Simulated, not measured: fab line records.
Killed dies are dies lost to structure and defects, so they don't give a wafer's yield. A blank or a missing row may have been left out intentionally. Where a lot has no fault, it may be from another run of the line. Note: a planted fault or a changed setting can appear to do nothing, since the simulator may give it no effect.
Matching of chambers	flow n5 finfet	3 sister chambers for N5_BEOL_M11_CURE_71 on uv cure-01
The step cures SiCOH lowk, time 240 s. 16 wafers are shown with their chamber, then 8 later ones without.

## WAFERS PAIRED WITH THEIR CHAMBERS
wafer	chamber	wafer_temp_C_max	lamp power pct (%)
L082.1	1	386.5	52.31
L082.3	1	386.5	52.34
L082.4	1	385.9	52.23
L085.1	1	386.1	52.48
L085.4	1	386.0	52.35
L085.6	1	386.5	52.36
L086.2	2	386.5	52.31
L086.4	2	386.5	52.35
L086.5	2	386.2	52.27
L089.2	0	387.4	52.31
L089.3	0	387.3	52.34
L089.5	0	387.4	52.33
L076.3	2	386.5	52.22
L076.4	2	386.6	52.35
L076.6	2	386.2	52.26
L091.2	2	386.6	52.28

SIGNATURES, as means of the wafers listed above
reading	chamber 0	chamber 1	chamber 2	scatter within a chamber
wafer_temp_C_max	387.367	386.250	386.443	0.211
lamp power pct	52.3267	52.3450	52.2914	0.0603
Rule: distance of a wafer from a chamber = root of the sum over the readings of ((wafer's reading minus chamber's mean) / reading's scatter) squared. The wafer belongs to the nearest chamber; if the next one is less than 2 further off, it can't be placed. The scatter: take each reading less its chamber's mean, square it, sum over the shown wafers, divide by the number of wafers less the number of chambers, and take the root.

## WAFERS MISSING THEIR CHAMBER
wafer	wafer_temp_C_max	lamp power pct (%)
L091.5	386.6	52.29
L091.6	387.0	52.18
L088.2	386.0	52.32
L088.3	386.4	52.26
L088.6	385.9	52.26
L094.1	386.0	52.30
L094.3	385.7	52.21
L094.4	386.2	52.45

## WHICH CHAMBER EACH WENT THROUGH
wafer	from the rows above	in truth
L091.5	can't be placed: 2 or 1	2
L091.6	can't be placed: 0 or 2 or 1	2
L088.2	can't be placed: 1 or 2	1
L088.3	can't be placed: 2 or 1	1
L088.6	can't be placed: 1 or 2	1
L094.1	can't be placed: 1 or 2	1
L094.3	can't be placed: 1 or 2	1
L094.4	can't be placed: 1 or 2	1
Correctly placed: 0 of 8. Can't be placed from these rows: 8 (the true chamber is among the candidates in 8). 0 placed wrongly.
